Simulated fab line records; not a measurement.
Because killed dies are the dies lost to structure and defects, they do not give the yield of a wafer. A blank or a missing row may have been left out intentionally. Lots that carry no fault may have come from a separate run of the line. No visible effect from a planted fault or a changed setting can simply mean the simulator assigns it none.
Matching of chambers || flow n5 finfet || 4 sister chambers for N5_FIN_CUT_CUT_ETCH_15 on rie si-06
The step etches Si in HBr/Cl2/O2, target depth 100 nm, bt time 10 s, time 42.4 s. 18 wafers are shown with their chamber, then 9 later ones without.

## EACH WAFER AND ITS CHAMBER
{"wafer": "L074.1", "chamber": 3, "drypump motor current A (A)": 6.3, "throttle valve pct (%)": 37.14, "oes product au (a.u.)": 1.012}
{"wafer": "L074.4", "chamber": 1, "drypump motor current A (A)": 5.7, "throttle valve pct (%)": 37.34, "oes product au (a.u.)": 1.020}
{"wafer": "L074.6", "chamber": 1, "drypump motor current A (A)": 5.7, "throttle valve pct (%)": 37.33, "oes product au (a.u.)": 1.020}
{"wafer": "L076.1", "chamber": 1, "drypump motor current A (A)": 5.7, "throttle valve pct (%)": 37.32, "oes product au (a.u.)": 1.018}
{"wafer": "L076.3", "chamber": 2, "drypump motor current A (A)": 5.7, "throttle valve pct (%)": 37.65, "oes product au (a.u.)": 1.002}
{"wafer": "L076.5", "chamber": 1, "drypump motor current A (A)": 5.7, "throttle valve pct (%)": 37.32, "oes product au (a.u.)": 1.023}
{"wafer": "L077.2", "chamber": 0, "drypump motor current A (A)": 5.5, "throttle valve pct (%)": 37.11, "oes product au (a.u.)": 1.000}
{"wafer": "L077.3", "chamber": 3, "drypump motor current A (A)": 6.3, "throttle valve pct (%)": 37.15, "oes product au (a.u.)": 1.010}
{"wafer": "L077.4", "chamber": 2, "drypump motor current A (A)": 5.7, "throttle valve pct (%)": 37.64, "oes product au (a.u.)": 1.004}
{"wafer": "L078.1", "chamber": 1, "drypump motor current A (A)": 5.6, "throttle valve pct (%)": 37.31, "oes product au (a.u.)": 1.023}
{"wafer": "L078.3", "chamber": 2, "drypump motor current A (A)": 5.7, "throttle valve pct (%)": 37.64, "oes product au (a.u.)": 1.001}
{"wafer": "L078.5", "chamber": 0, "drypump motor current A (A)": 5.5, "throttle valve pct (%)": 37.12, "oes product au (a.u.)": 1.000}
{"wafer": "L080.2", "chamber": 1, "drypump motor current A (A)": 5.7, "throttle valve pct (%)": 37.32, "oes product au (a.u.)": 1.022}
{"wafer": "L080.4", "chamber": 0, "drypump motor current A (A)": 5.5, "throttle valve pct (%)": 37.12, "oes product au (a.u.)": 1.001}
{"wafer": "L080.5", "chamber": 2, "drypump motor current A (A)": 5.7, "throttle valve pct (%)": 37.65, "oes product au (a.u.)": 1.009}
{"wafer": "L089.1", "chamber": 0, "drypump motor current A (A)": 5.5, "throttle valve pct (%)": 37.14, "oes product au (a.u.)": 0.998}
{"wafer": "L089.3", "chamber": 1, "drypump motor current A (A)": 5.7, "throttle valve pct (%)": 37.33, "oes product au (a.u.)": 1.010}
{"wafer": "L089.4", "chamber": 2, "drypump motor current A (A)": 5.7, "throttle valve pct (%)": 37.64, "oes product au (a.u.)": 1.003}

SIGNATURES (means of the wafers above)
{"reading": "drypump motor current A", "chamber 0": 5.500, "chamber 1": 5.686, "chamber 2": 5.700, "chamber 3": 6.300, "scatter within a chamber": 0.0247}
{"reading": "throttle valve pct", "chamber 0": 37.1225, "chamber 1": 37.3243, "chamber 2": 37.6440, "chamber 3": 37.1450, "scatter within a chamber": 0.00932}
{"reading": "oes product au", "chamber 0": 0.99975, "chamber 1": 1.01943, "chamber 2": 1.00380, "chamber 3": 1.01100, "scatter within a chamber": 0.00348}
Rule: distance of a wafer from a chamber = root of the sum over the readings of ((wafer's reading minus chamber's mean) / reading's scatter) squared. The wafer belongs to the nearest chamber; if the next one is less than 2 further off, it can't be placed. The scatter is the square root of a quotient: the sum, over the shown wafers, of each reading's squared deviation from its chamber's mean, divided by wafers minus chambers.

## WAFERS WITH NO CHAMBER GIVEN
{"wafer": "L093.1", "drypump motor current A (A)": 5.6, "throttle valve pct (%)": 37.32, "oes product au (a.u.)": 1.013}
{"wafer": "L093.3", "drypump motor current A (A)": 6.3, "throttle valve pct (%)": 37.30, "oes product au (a.u.)": 1.007}
{"wafer": "L093.4", "drypump motor current A (A)": 5.8, "throttle valve pct (%)": 37.62, "oes product au (a.u.)": 1.006}
{"wafer": "L095.1", "drypump motor current A (A)": 6.3, "throttle valve pct (%)": 37.30, "oes product au (a.u.)": 0.990}
{"wafer": "L095.2", "drypump motor current A (A)": 5.6, "throttle valve pct (%)": 37.33, "oes product au (a.u.)": 1.010}
{"wafer": "L095.3", "drypump motor current A (A)": 5.7, "throttle valve pct (%)": 37.64, "oes product au (a.u.)": 1.016}
{"wafer": "L097.2", "drypump motor current A (A)": 6.3, "throttle valve pct (%)": 37.29, "oes product au (a.u.)": 0.998}
{"wafer": "L097.4", "drypump motor current A (A)": 5.7, "throttle valve pct (%)": 37.33, "oes product au (a.u.)": 1.020}
{"wafer": "L097.5", "drypump motor current A (A)": 5.6, "throttle valve pct (%)": 37.34, "oes product au (a.u.)": 1.011}

## EACH ONE'S CHAMBER
{"wafer": "L093.1", "from the rows above": 1, "in truth": 1}
{"wafer": "L093.3", "from the rows above": 3, "in truth": 3}
{"wafer": "L093.4", "from the rows above": 2, "in truth": 2}
{"wafer": "L095.1", "from the rows above": 3, "in truth": 3}
{"wafer": "L095.2", "from the rows above": 1, "in truth": 1}
{"wafer": "L095.3", "from the rows above": 2, "in truth": 2}
{"wafer": "L097.2", "from the rows above": 3, "in truth": 3}
{"wafer": "L097.4", "from the rows above": 1, "in truth": 1}
{"wafer": "L097.5", "from the rows above": 1, "in truth": 1}
9 of 9 placed correctly. Number that these rows cannot place: 0. Number placed wrongly: 0.
